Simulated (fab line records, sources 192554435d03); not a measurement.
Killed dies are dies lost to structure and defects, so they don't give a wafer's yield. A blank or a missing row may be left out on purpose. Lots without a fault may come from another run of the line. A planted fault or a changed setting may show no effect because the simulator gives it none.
Chamber matching | flow n5_finfet | N5_FIN_CUT_STRIP_22 on rie_diel-06: 4 sister chambers
The step strips in N2/H2. 8 wafers are shown with their chamber, then 11 later ones without.

WAFERS WITH THEIR CHAMBER
wafer  | chamber | showerhead_plenum_p_Torr (Torr) | drypump_motor_current_A (A)
L084.4 | 1       | 3.32                            | 5.1
L089.2 | 3       | 3.52                            | 5.7
L089.4 | 0       | 3.20                            | 6.2
L089.5 | 3       | 3.52                            | 5.7
L090.1 | 1       | 3.32                            | 5.1
L090.3 | 2       | 3.30                            | 5.0
L090.5 | 0       | 3.20                            | 6.3
L091.3 | 2       | 3.31                            | 5.0

WAFERS WITHOUT THEIR CHAMBER
wafer  | showerhead_plenum_p_Torr (Torr) | drypump_motor_current_A (A)
L091.5 | 3.32                            | 5.1
L091.6 | 3.20                            | 6.3
L093.2 | 3.20                            | 6.3
L093.4 | 3.31                            | 5.0
L093.6 | 3.20                            | 6.3
L095.1 | 3.30                            | 5.0
L095.3 | 3.31                            | 5.1
L095.6 | 3.31                            | 5.1
L096.1 | 3.31                            | 5.1
L096.4 | 3.51                            | 5.7
L096.5 | 3.51                            | 5.7

WHICH CHAMBER EACH WENT THROUGH
wafer  | from the rows above     | in truth
L091.5 | 1                       | 1
L091.6 | 0                       | 0
L093.2 | 0                       | 0
L093.4 | 2                       | 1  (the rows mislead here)
L093.6 | 0                       | 0
L095.1 | 2                       | 2
L095.3 | can't be placed: 1 or 2 | 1
L095.6 | can't be placed: 1 or 2 | 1
L096.1 | can't be placed: 1 or 2 | 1
L096.4 | 3                       | 3
L096.5 | 3                       | 3
Placed correctly: 7 of 11. Can't be placed from these rows: 3 (the true chamber is among the candidates in 3). Placed wrongly: 1.
How it was worked out, from the rows above alone: a wafer's distance from a chamber is the root of the sum, over the readings, of the square of ((its reading less the chamber's mean) divided by the reading's scatter). The wafer belongs to the nearest chamber; if the next one is less than 2 further off, it can't be placed. A chamber's mean is the mean of its shown wafers. The scatter: the root of (the sum of the squares of (reading less its chamber's mean) over the shown wafers, divided by (wafers less chambers)).
